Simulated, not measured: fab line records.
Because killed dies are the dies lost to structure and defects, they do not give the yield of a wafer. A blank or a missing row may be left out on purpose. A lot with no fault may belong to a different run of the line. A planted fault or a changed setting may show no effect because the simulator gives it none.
Matching of chambers ; flow n5-finfet ; N5_BEOL_M8_ETCH_62 on rie-diel-01: 4 sister chambers
The step etches SOC in N2/H2, target depth 110 nm, overetch 22 nm, time 165 s. 24 wafers are shown with their chamber, then 12 later ones without.

## EACH WAFER AND ITS CHAMBER
wafer;chamber;showerhead-plenum-p-Torr (Torr);throttle-valve-pct (%);drypump-motor-current-A (A)
L077.2;1;2.66;17.95;5.56
L077.3;3;2.49;17.50;5.88
L077.5;0;2.45;17.82;5.75
L076.2;3;2.49;17.48;5.89
L076.4;2;2.53;18.40;5.63
L076.6;2;2.53;18.41;5.64
L078.2;3;2.49;17.51;5.82
L078.4;2;2.53;18.39;5.65
L078.5;2;2.53;18.42;5.64
L079.4;2;2.53;18.41;5.64
L079.5;0;2.45;17.86;5.73
L079.6;3;2.49;17.51;5.86
L081.3;2;2.52;18.42;5.64
L081.5;3;2.49;17.52;5.88
L081.6;2;2.52;18.43;5.64
L083.2;1;2.65;18.00;5.58
L083.3;2;2.52;18.43;5.62
L083.6;3;2.48;17.52;5.86
L085.2;3;2.48;17.55;5.85
L085.3;1;2.65;18.01;5.58
L085.4;2;2.52;18.45;5.66
L090.3;0;2.44;17.87;5.72
L090.4;3;2.48;17.54;5.86
L090.6;3;2.48;17.55;5.86

SIGNATURES, as means of the wafers listed above
reading;chamber 0;chamber 1;chamber 2;chamber 3;scatter within a chamber
showerhead-plenum-p-Torr;2.4467;2.6533;2.5256;2.4856;0.00537
throttle-valve-pct;17.8500;17.9867;18.4178;17.5200;0.0228
drypump-motor-current-A;5.7333;5.5733;5.6400;5.8622;0.016
Rule: for each reading, subtract the chamber's mean from the wafer's reading, divide by that reading's scatter and square the result; add these up over the readings and take the root, which gives the wafer's distance from the chamber. If the next closest chamber is less than 2 further off than the closest, the wafer can't be placed; otherwise it belongs to the closest. The scatter: the root of (the sum of the squares of (reading less its chamber's mean) over the shown wafers, divided by (wafers less chambers)).

## WAFERS WITH NO CHAMBER GIVEN
wafer;showerhead-plenum-p-Torr (Torr);throttle-valve-pct (%);drypump-motor-current-A (A)
L087.1;2.65;17.99;5.54
L087.2;2.44;17.89;5.76
L087.6;2.44;17.89;5.77
L091.3;2.52;18.46;5.65
L091.4;2.65;18.01;5.57
L091.5;2.52;18.47;5.64
L092.2;2.52;18.45;5.64
L092.3;2.48;17.55;5.88
L092.5;2.48;17.55;5.89
L095.1;2.47;17.57;5.86
L095.2;2.51;18.47;5.64
L095.6;2.51;18.49;5.63

## WHICH CHAMBER EACH ONE RAN IN
wafer;from the rows above;in truth
L087.1;1;1
L087.2;0;0
L087.6;0;0
L091.3;2;2
L091.4;1;1
L091.5;2;2
L092.2;2;2
L092.3;3;3
L092.5;3;3
L095.1;3;3
L095.2;2;2
L095.6;2;2
12 of 12 placed correctly. Not placeable from these rows: 0. 0 placed wrongly.
